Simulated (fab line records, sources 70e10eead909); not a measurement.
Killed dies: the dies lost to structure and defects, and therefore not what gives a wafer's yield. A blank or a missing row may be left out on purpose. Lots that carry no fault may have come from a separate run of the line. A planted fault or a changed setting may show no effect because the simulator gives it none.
A lot that was struck, set against a sound lot	flow nand_harc	13 steps out of a route of 1302
Sound: these wafers, L939.1, L939.2, L939.6. Struck: wafers L957.2, L957.6 (left out: L957.5, a lot-mate that was not struck); the cause follows at the end.
Each step with rows lists, per side, the tool, then ch with its chambers, then its first start. Under that, the readings that differ: sound wafers	struck wafers	difference of the means	sigmas: that difference in standard deviations of wafers without a fault.
alike: same words and numbers on both sides, and readings whose means sit less than 2 such deviations apart. not compared: any withheld reading, any reading some wafer has no value for, any bound like >300 that may hide the same value, and any number with overlapping values for which the record gives no deviation.
The two part at a step that has a row with sigmas, a row that says differs or no value, or rows on one side only. When numbers do not overlap yet have no deviation, they are printed without sigmas and do not part them. Lack of a reading on every wafer of one side parts them only where that side has two or more wafers.

NHARC_A_CHANNEL_FILL_D1_STRIP_28: strips in O2, time 20 s.
  sound on rie_diel-06 ch 1,2,3, day 10 21:55; struck on rie_diel-06 ch 2,3, day 18 16:47
  alike: chamber_pressure_mTorr, drypump_motor_current_A, oes_product_au, rf_vpp_V, showerhead_plenum_p_Torr, throttle_valve_pct
  not compared: rf_hours_counter_h
then, 4 steps without rows for these wafers: NHARC_A_CHANNEL_FILL_D1_PRECLEAN_21 (cleans in dHF, time 30 s); NHARC_A_CHANNEL_FILL_D1_SRD_23; NHARC_A_CHANNEL_FILL_D1_CVD_05 (deposits poly-Si, target thk 5 nm); NHARC_A_CHANNEL_FILL_D1_ANNEAL_22 (time 7200 s).
NHARC_A_CHANNEL_FILL_D1_ALD_25: deposits SiOx, target thk 60 nm, pulse time 10 s, ald cycles 600.
  sound on ald_hk-04 ch 1,2,3, day 11 11:57; struck on ald_hk-01 ch 0,2, day 19 05:41
  alike: heater_power_outer_w, heater_power_w, precursor_pulse_height_rel
NHARC_A_CHANNEL_FILL_D1_ETCHBACK_08: etches the open film in C4F8, target depth 220 nm, time 110 s.
  sound: rie_diel-10 ch 0,1; struck: rie_diel-10 ch 1,3
  alike: chamber_pressure_mTorr, oes_product_au, rf_vpp_V
  not compared: rf_hours_counter_h
NHARC_A_CHANNEL_FILL_D1_STRIP_29: strips in O2, time 20 s.
  sound on rie_diel-10 ch 1,2, day 11 17:02; struck on rie_diel-10 ch 0,2
  alike: chamber_pressure_mTorr, drypump_motor_current_A, oes_product_au, rf_vpp_V, showerhead_plenum_p_Torr, throttle_valve_pct
  not compared: rf_hours_counter_h
then, 3 steps without rows for these wafers: NHARC_A_CHANNEL_FILL_D1_PRECLEAN_30 (cleans in dHF, time 30 s); NHARC_A_CHANNEL_FILL_D1_SRD_31; NHARC_A_CHANNEL_FILL_D1_CVD_09 (deposits poly-Si, target thk 150 nm, time 3000 s).
NHARC_A_CHANNEL_FILL_D1_CMP_10: polishes, target thk 150 nm.
  sound on cmp-04 ch 0,1, day 11 22:38; struck on cmp-01 ch 0, day 19 15:45
reading	sound	struck	difference	sigmas
time_to_endpoint_s (s)	15.5 17.8 17.3	30.5 30.3	+13.5	+5
  alike: edge_zone_pressure_frac, motor_current_A
NHARC_END_SORT_01:
  the record has rows for the sound wafers here (prober-02 ch 0, day 25 04:57) and none for the struck ones

== WHERE THEY PART ==
First at NHARC_A_CHANNEL_FILL_D1_CMP_10; last, within this record, at NHARC_END_SORT_01.

WHY: what had been put in by the simulator
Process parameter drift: cmp-01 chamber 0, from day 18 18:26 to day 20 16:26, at NHARC_A_CHANNEL_FILL_D1_CMP_10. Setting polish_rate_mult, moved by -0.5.
